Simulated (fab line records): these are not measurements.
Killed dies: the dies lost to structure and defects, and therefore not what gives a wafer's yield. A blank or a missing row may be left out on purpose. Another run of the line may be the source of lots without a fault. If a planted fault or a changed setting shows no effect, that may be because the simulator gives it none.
Chamber matching :: flow n5_finfet :: N5_STI_FIN_REVEAL_CMP_04 on cmp-03 has 4 sister chambers
The step polishes, stops on Si3N4, t overpolish 4 s, target thk 131.83 nm. 8 wafers are shown with their chamber, then 11 later ones without.

## EACH WAFER AND ITS CHAMBER
wafer: L078.1
chamber: 2
motor_current_A (A): 7.0
time_to_endpoint_s (s): 102

wafer: L080.5
chamber: 3
motor_current_A (A): 7.4
time_to_endpoint_s (s): 109

wafer: L089.4
chamber: 0
motor_current_A (A): 8.4
time_to_endpoint_s (s): 99

wafer: L089.6
chamber: 0
motor_current_A (A): 7.8
time_to_endpoint_s (s): 99

wafer: L089.1
chamber: 3
motor_current_A (A): 7.6
time_to_endpoint_s (s): 106

wafer: L089.2
chamber: 2
motor_current_A (A): 6.9
time_to_endpoint_s (s): 102

wafer: L089.3
chamber: 1
motor_current_A (A): 7.4
time_to_endpoint_s (s): 111

wafer: L091.2
chamber: 1
motor_current_A (A): 7.9
time_to_endpoint_s (s): 109

## WAFERS MISSING THEIR CHAMBER
wafer: L091.3
motor_current_A (A): 6.9
time_to_endpoint_s (s): 103

wafer: L091.4
motor_current_A (A): 7.9
time_to_endpoint_s (s): 101

wafer: L095.1
motor_current_A (A): 8.0
time_to_endpoint_s (s): 97

wafer: L095.3
motor_current_A (A): 7.2
time_to_endpoint_s (s): 101

wafer: L095.4
motor_current_A (A): 7.4
time_to_endpoint_s (s): 105

wafer: L096.1
motor_current_A (A): 7.0
time_to_endpoint_s (s): 102

wafer: L096.3
motor_current_A (A): 7.3
time_to_endpoint_s (s): 101

wafer: L096.4
motor_current_A (A): 8.1
time_to_endpoint_s (s): 100

wafer: L097.2
motor_current_A (A): 7.8
time_to_endpoint_s (s): 109

wafer: L097.5
motor_current_A (A): 7.9
time_to_endpoint_s (s): 111

wafer: L097.6
motor_current_A (A): 7.9
time_to_endpoint_s (s): 99

## WHICH CHAMBER EACH ONE RAN IN
wafer: L091.3
from the rows above: 2
in truth: 2

wafer: L091.4
from the rows above: can't be placed: 0 or 2
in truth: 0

wafer: L095.1
from the rows above: 0
in truth: 0

wafer: L095.3
from the rows above: 2
in truth: 2

wafer: L095.4
from the rows above: can't be placed: 3 or 2
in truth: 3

wafer: L096.1
from the rows above: 2
in truth: 2

wafer: L096.3
from the rows above: can't be placed: 2 or 0
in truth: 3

wafer: L096.4
from the rows above: 0
in truth: 0

wafer: L097.2
from the rows above: can't be placed: 1 or 3
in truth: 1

wafer: L097.5
from the rows above: can't be placed: 1 or 3
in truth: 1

wafer: L097.6
from the rows above: 0
in truth: 0
Correct placement for 6 of the 11. Not placeable from these rows: 5 (in 4, the candidates include the true chamber). Wrongly placed: 0.
How it was worked out, from the rows above alone: a wafer's distance from a chamber is the root of the sum, over the readings, of the square of ((its reading less the chamber's mean) divided by the reading's scatter). The wafer belongs to the nearest chamber; if the next one is less than 2 further off, it can't be placed. Each chamber's mean is taken over the wafers shown for it. The scatter: the root of (the sum of the squares of (reading less its chamber's mean) over the shown wafers, divided by (wafers less chambers)).
